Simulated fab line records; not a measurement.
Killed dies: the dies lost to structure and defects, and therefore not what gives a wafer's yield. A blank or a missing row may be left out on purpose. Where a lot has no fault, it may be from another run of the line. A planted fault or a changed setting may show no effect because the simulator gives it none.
Split-lot experiment ; flow n5 finfet ; 39 wafers read across 7 lots, on a route 1938 steps long

SPLIT DETAILS
At N5_BEOL_M14_SPUTTER_43 (material TaN, target thk 15 nm, time 24.19 s), the setting target thk a was moved away from the recipe's 150 angstrom on 18 of the 39 wafers read, by -55.1% to +59.3%. The other wafers ran this setting at the recipe's value.

FROM THE SPLIT TO THE READING: what the file shows between them, 4 steps
- N5_BEOL_M14_SPUTTER_44: material Ta, target thk 15 nm, time 24.19 s
- N5_BEOL_M14_SPUTTER_45: material Cu, target thk 100 nm, time 16.67 s
- N5_BEOL_M14_ECD_47: material Cu, target thk 1248 nm
- N5_BEOL_M14_ANNEAL_48: time 90 s

THE READING
barrier field endpoint s, in s, at N5_BEOL_M14_CMP_49 (polishes, stops on SiO2, t overpolish 5.2 s, target thk 560 nm). Fault-free wafers of this fab line usually give 11.27 s, standard deviation 0.25 s.

wafer;tool, chamber at the split;target thk a as run, angstrom;against the recipe;barrier field endpoint s, s;against lot-mates on the recipe
L079.4;pvd sputter-01, -;150;recipe;10.97;-
L079.3;pvd sputter-01, -;89.03;-40.6%;8.91;-2.03
L079.2;pvd sputter-01, -;89.03;-40.6%;8.75;-2.19
L079.1;pvd sputter-01, -;89.03;-40.6%;8.80;-2.14
L079.5;pvd sputter-01, -;150;recipe;11.23;-
L079.6;pvd sputter-01, -;150;recipe;10.63;-
L078.1;pvd sputter-01, -;185.8;+23.9%;12.16;+1.01
L078.2;pvd sputter-01, -;185.8;+23.9%;12.27;+1.12
L078.4;pvd sputter-01, -;150;recipe;11.24;-
L078.3;pvd sputter-01, -;150;recipe;11.02;-
L078.5;pvd sputter-01, -;185.8;+23.9%;12.80;+1.65
L078.6;pvd sputter-01, -;150;recipe;11.18;-
L083.4;pvd sputter-02, -;150;recipe;11.44;-
L083.3;pvd sputter-02, -;150;recipe;11.19;-
L083.1;pvd sputter-02, -;150;recipe;11.45;-
L083.2;pvd sputter-02, -;176.1;+17.4%;12.20;+0.84
L083.5;pvd sputter-02, -;176.1;+17.4%;12.50;+1.14
L083.6;pvd sputter-02, -;176.1;+17.4%;12.08;+0.72
L085.1;pvd sputter-01, -;150;recipe;11.49;-
L085.4;pvd sputter-01, -;67.31;-55.1%;8.32;-3.30
L085.2;pvd sputter-01, -;150;recipe;11.58;-
L085.3;pvd sputter-01, -;150;recipe;11.80;-
L085.6;pvd sputter-01, -;67.31;-55.1%;8.45;-3.17
L085.5;pvd sputter-01, -;67.31;-55.1%;8.06;-3.56
L088.2;pvd sputter-02, -;150;recipe;11.44;-
L088.1;pvd sputter-02, -;150;recipe;10.94;-
L088.4;pvd sputter-02, -;238.9;+59.3%;14.56;+3.40
L088.3;pvd sputter-02, -;150;recipe;11.11;-
L088.6;pvd sputter-02, -;238.9;+59.3%;14.24;+3.08
L088.5;pvd sputter-02, -;238.9;+59.3%;14.01;+2.85
L092.3;pvd sputter-02, -;92.57;-38.3%;9.29;-1.98
L092.4;pvd sputter-02, -;150;recipe;10.96;-
L092.1;pvd sputter-02, -;92.57;-38.3%;9.50;-1.77
L092.2;pvd sputter-02, -;150;recipe;11.47;-
L092.5;pvd sputter-02, -;150;recipe;11.37;-
L092.6;pvd sputter-02, -;92.57;-38.3%;9.09;-2.18
L096.2;pvd sputter-01, -;150;recipe;11.41;-
L096.4;pvd sputter-01, -;150;recipe;11.36;-
L096.6;pvd sputter-01, -;150;recipe;11.48;-

FIT RESULTS
A straight line over all 39 wafers: barrier field endpoint s changes by +0.0532 s for each +1% of target thk a; r = +0.99; the points scatter about the line by 0.26 s.
The same after taking each lot's own level away (the mean of its wafers on the recipe; 39 wafers): +0.0546 s for each +1%; r = +0.99; scatter 0.21 s.
The reading moves by 3.2 s for the largest change in target thk a, on that fit.
Measured against the standard deviation above, the lots' own levels, which go from 10.943 to 11.623 s, span 2.7 times it.
The two slopes agree, so the slope changes little with the lot-to-lot level.
Check: +3.18 s against its lot-mates is what the line predicts for one of the wafers moved furthest among these (+59.3%) when that wafer is left out of the fit. Against them it came out at +3.4 s.

OTHER SPLITS ON THESE WAFERS
Note: prior to the reading, these wafers also went through further splits. Each is held against what the fit with the lots' levels taken away leaves over:
other split on the same wafers;wafers away from the commonest value;r with barrier field endpoint s (lot level and that fit taken away)
N5_BEOL_M6_ALD_77 ald cycles;15;+0.04
N5_BEOL_M9_DESCUM_16 time s;6;+0.21
N5_BEOL_M11_ALD_74 ald cycles;9;-0.01

THE WHOLE CHAIN: every reading that the file lists as answering this split, in the file's order
step;what it does;reading;change (the file's fit);r (the file's)
N5_BEOL_M14_SPUTTER_43;material TaN, target thk 15 nm, time 24.19 s;TaN_of_BEOL_M14_SPUTTER_43.thk nm (the simulator's own value, which no gauge read);+0.146 nm for each +1% of the setting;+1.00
N5_BEOL_M14_CMP_49;polishes, stops on SiO2, t overpolish 5.2 s, target thk 560 nm;barrier field endpoint s;+0.0547 s for each +1% of the setting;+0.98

THE FILE'S OWN FIT
barrier field endpoint s changes by +0.0547 s for each +1% of target thk a, r = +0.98.
